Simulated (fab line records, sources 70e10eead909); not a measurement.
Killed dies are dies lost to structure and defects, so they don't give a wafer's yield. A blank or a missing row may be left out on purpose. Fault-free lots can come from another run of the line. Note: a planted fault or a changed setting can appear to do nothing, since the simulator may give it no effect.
Chamber matching ; flow nand_harc ; NHARC_P_ZERO_WELL_ETCH_63 on rie_si-01 has 4 sister chambers
The step etches the open film in HBr/Cl2, target depth 120 nm, time 40.1 s. 8 wafers are shown with their chamber, then 7 later ones without.

== EACH WAFER AND ITS CHAMBER ==
wafer;chamber;drypump_motor_current_A (A);he_backside_leak_sccm (sccm)
L082.1;0;6.1;2.69
L082.2;3;4.7;2.33
L082.4;2;5.8;2.84
L083.1;1;6.0;2.38
L083.2;2;5.8;2.97
L083.4;0;6.2;2.68
L084.4;1;6.1;2.56
L084.5;3;4.7;2.44

== WAFERS WITHOUT THEIR CHAMBER ==
wafer;drypump_motor_current_A (A);he_backside_leak_sccm (sccm)
L084.6;5.8;2.98
L092.1;6.1;2.61
L092.2;4.7;2.58
L092.3;6.2;2.83
L096.1;6.2;2.80
L096.2;6.0;2.32
L096.3;5.8;2.93

== WHICH CHAMBER EACH ONE RAN IN ==
wafer;from the rows above;in truth
L084.6;2;2
L092.1;can't be placed: 0 or 1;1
L092.2;3;3
L092.3;0;0
L096.1;0;0
L096.2;1;1
L096.3;2;2
Placed correctly: 6 of 7. Unplaceable from these rows: 1, with the true chamber sitting among the candidates in 1. Number placed wrongly: 0.
How it was worked out, from the rows above alone: a wafer's distance from a chamber is the root of the sum, over the readings, of the square of ((its reading less the chamber's mean) divided by the reading's scatter). If the next closest chamber is less than 2 further off than the closest, the wafer can't be placed; otherwise it belongs to the closest. Each chamber's mean is taken over the wafers shown for it. The scatter is the square root of a quotient: the sum, over the shown wafers, of each reading's squared deviation from its chamber's mean, divided by wafers minus chambers.
